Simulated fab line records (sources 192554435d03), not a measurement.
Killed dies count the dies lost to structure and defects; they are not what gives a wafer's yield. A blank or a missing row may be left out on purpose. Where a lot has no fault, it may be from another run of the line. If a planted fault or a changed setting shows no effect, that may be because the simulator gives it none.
Matching of chambers    flow n5_finfet    rie_diel-03 running N5_BEOL_M1_DESCUM_33: 4 sister chambers
The step chemistry O2, time 7 s. 20 wafers are shown with their chamber, then 10 later ones without.

== EACH WAFER AND ITS CHAMBER ==
wafer   chamber  drypump_motor_current_A (A)  showerhead_plenum_p_Torr (Torr)  throttle_valve_pct (%)
L076.1  0        6.0                          2.14                             20.35
L076.2  3        5.0                          2.17                             20.71
L076.3  2        5.4                          2.19                             20.77
L076.4  1        6.5                          2.13                             20.64
L076.5  0        6.0                          2.14                             20.35
L076.6  3        4.9                          2.17                             20.72
L077.1  3        4.9                          2.17                             20.72
L077.4  2        5.4                          2.19                             20.77
L077.5  2        5.4                          2.19                             20.76
L080.1  3        4.9                          2.17                             20.75
L080.3  2        5.4                          2.19                             20.78
L080.6  0        6.0                          2.14                             20.37
L082.2  1        6.4                          2.13                             20.67
L082.4  0        6.0                          2.14                             20.37
L082.5  2        5.4                          2.19                             20.77
L084.1  1        6.5                          2.12                             20.66
L084.4  0        6.0                          2.14                             20.37
L084.6  0        6.0                          2.14                             20.38
L087.1  2        5.4                          2.19                             20.79
L087.2  1        6.5                          2.12                             20.67

SIGNATURES (averages over the wafers above)
reading                   chamber 0  chamber 1  chamber 2  chamber 3  scatter within a chamber
drypump_motor_current_A   6.000      6.475      5.400      4.925      0.0306
showerhead_plenum_p_Torr  2.1400     2.1250     2.1900     2.1700     0.0025
throttle_valve_pct        20.3650    20.6600    20.7733    20.7250    0.0132
Rule: for a wafer and a chamber, the distance is found by dividing, reading by reading, the gap between the wafer's reading and the chamber's mean by the reading's scatter, squaring, summing and taking the root. If the next closest chamber is less than 2 further off than the closest, the wafer can't be placed; otherwise it belongs to the closest. How the scatter is found: for the shown wafers, subtract from each reading the mean of its chamber, square and add these, divide the total by (wafers less chambers), then take the root.

== WAFERS MISSING THEIR CHAMBER ==
wafer   drypump_motor_current_A (A)  showerhead_plenum_p_Torr (Torr)  throttle_valve_pct (%)
L087.4  5.4                          2.19                             20.78
L089.1  6.0                          2.13                             20.39
L089.2  5.4                          2.18                             20.78
L089.6  6.4                          2.12                             20.67
L092.1  6.5                          2.12                             20.68
L092.3  5.4                          2.18                             20.79
L092.5  5.4                          2.18                             20.80
L096.2  6.0                          2.13                             20.42
L096.3  4.9                          2.16                             20.76
L096.4  6.4                          2.12                             20.71

== THE CHAMBER EACH PASSED THROUGH ==
wafer   from the rows above  in truth
L087.4  2                    2
L089.1  0                    0
L089.2  2                    2
L089.6  1                    1
L092.1  1                    1
L092.3  2                    2
L092.5  2                    2
L096.2  0                    0
L096.3  3                    3
L096.4  1                    1
Correct placement for 10 of the 10. From these rows, 0 cannot be placed. Wrongly placed: 0.
